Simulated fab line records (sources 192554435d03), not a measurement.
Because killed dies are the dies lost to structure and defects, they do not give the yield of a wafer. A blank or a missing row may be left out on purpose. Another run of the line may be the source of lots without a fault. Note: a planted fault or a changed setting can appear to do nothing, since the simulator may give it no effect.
8D (eight disciplines) problem report, filled in by code -- flow n5 finfet -- the parts of the form that need people (team, actions taken, sign-off) are left out

## 1. WHAT WENT WRONG
Wafers without a fault read 1998.4 nm, standard deviation 2.1; cd nm at N5_MIM_TOP_LITHO_CD_MEAS_08 reads a mean of 2014.0 nm on 6 wafers belonging to 2 lots. That is +7.4 standard deviations from the usual mean.
The step: target cd 2000 nm.
Earliest sighting: wafer L642.1 on cd sem-01 at day 16 21:17. Wafers with a number at this step in the record: 18, from 6 lots. Rule for "out" (also "out of limits"): further than 4 standard deviations from the usual mean. The rest of the wafers with a number are treated as sound.

## 2. WHAT IT IS; WHAT IT IS NOT
question,is,is not
which readings at this step,cd nm,-
which lots,"L642, L646","L633, L634, L635, L645"
which wafers of those lots,all that have a number,-
read on which gauges,"cd sem-01, cd sem-03",-
when,from day 16 21:17,up to then (9 sound wafers); but 3 sound wafers of L645 came after

## 3. WHAT RULES OUT EACH SUSPECT
Counting: any tool at a process step up to the reading is kept as a suspect provided that every lot that is out went through it and no sound lot did after the first of them.
- the gauge at N5_MIM_TOP_LITHO_CD_MEAS_08 has been ruled out. 2 gauges (cd sem-01, cd sem-03) read the wafers that are out.
- pvd sputter-02 at N5_MIM_BOT_DEGAS_01 (time 60 s): kept. All lots that are out passed through it, beginning with L642 at day 16 20:15, and no sound lot followed; its final sound lot before that point was L634 at day 13 19:46.
- pvd sputter-02 at N5_MIM_BOT_SPUTTER_00 (material TiN, target thk 35 nm, time 89.7 s): kept. All lots that are out passed through it, beginning with L642 at day 16 20:17, and no sound lot followed; its final sound lot before that point was L634 at day 13 19:49.
- ald hk-01 at N5_MIM_TOP_ALD_01 (deposits HfO2, target thk 5.6 nm, pulse time 1 s, purge time 3 s): ruled out as a lasting fault. After its first lot that is out, L642 (day 16 20:54), sound lots L645 ran on it. N5_MIM_TOP_ALD_01 gives no start for some lots, so the hours and the order of its lots are those of N5_MIM_TOP_SPUTTER_03.
- krf scanner-01 at N5_MIM_TOP_LITHO_EXPOSE_05 (exposes mask MIM TOP, target cd 2000 nm): kept. All lots that are out passed through it, beginning with L642 at day 16 21:07, and no sound lot followed; its final sound lot before that point was L633 at day 13 17:45. Its own exposure dose mJ cm2 readings are out on those wafers.
Still standing after the count: pvd sputter-02 at N5_MIM_BOT_DEGAS_01, pvd sputter-02 at N5_MIM_BOT_SPUTTER_00, krf scanner-01 at N5_MIM_TOP_LITHO_EXPOSE_05.

## 4. THE CAUSE (what the simulator had put in)
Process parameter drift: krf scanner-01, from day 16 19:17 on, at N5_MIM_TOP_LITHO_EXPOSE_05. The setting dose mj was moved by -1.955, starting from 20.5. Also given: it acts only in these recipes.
Counting left 3 suspects, and this tool is among them.

## 5. THE CHAIN OF EFFECTS, in route order
One row per reading whose mean, taken over the struck wafers that have a number, lies over 3 standard deviations from the usual. Scope: only readings with a usual standard deviation given in the record; hours: median across lots of the time from each lot's start at the first step in this table that gives one to its start at this step; sigmas: change in usual standard deviations.
hours,step,reading,usual,on struck wafers,change,sigmas
0,N5_MIM_TOP_LITHO_EXPOSE_05,exposure dose mJ cm2,20.479,18.706,-1.773,-81
0,N5_MIM_TOP_LITHO_CD_MEAS_08,cd nm,1998.4 nm,2014.0,+15.6,+7.4
The process steps in it:
- N5_MIM_TOP_LITHO_EXPOSE_05: exposes mask MIM TOP, target cd 2000 nm.
Later measuring or inspecting steps at which every struck wafer that the step has a row for has a number for every such reading, and none has moved that far: N5_MIM_TOP_LITHO_OVL_MEAS_11, N5_MIM_TOP_LITHO_INSPECT_12.

## 6. WHAT WOULD HAVE CAUGHT IT SOONER
In this record the first reading out of limits at a measuring or inspecting step was taken at day 16 21:17, 2 hours after the fault began at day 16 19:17.
The tool's own readings at N5_MIM_TOP_LITHO_EXPOSE_05 were out on every struck wafer that the step has a row for (exposure dose mJ cm2): an alarm limit on them would have fired on the first of those.
L646, from the lots that are out (2), started N5_MIM_TOP_LITHO_EXPOSE_05 on krf scanner-01 later than day 16 21:17. Holding the tool at that time would have saved it.
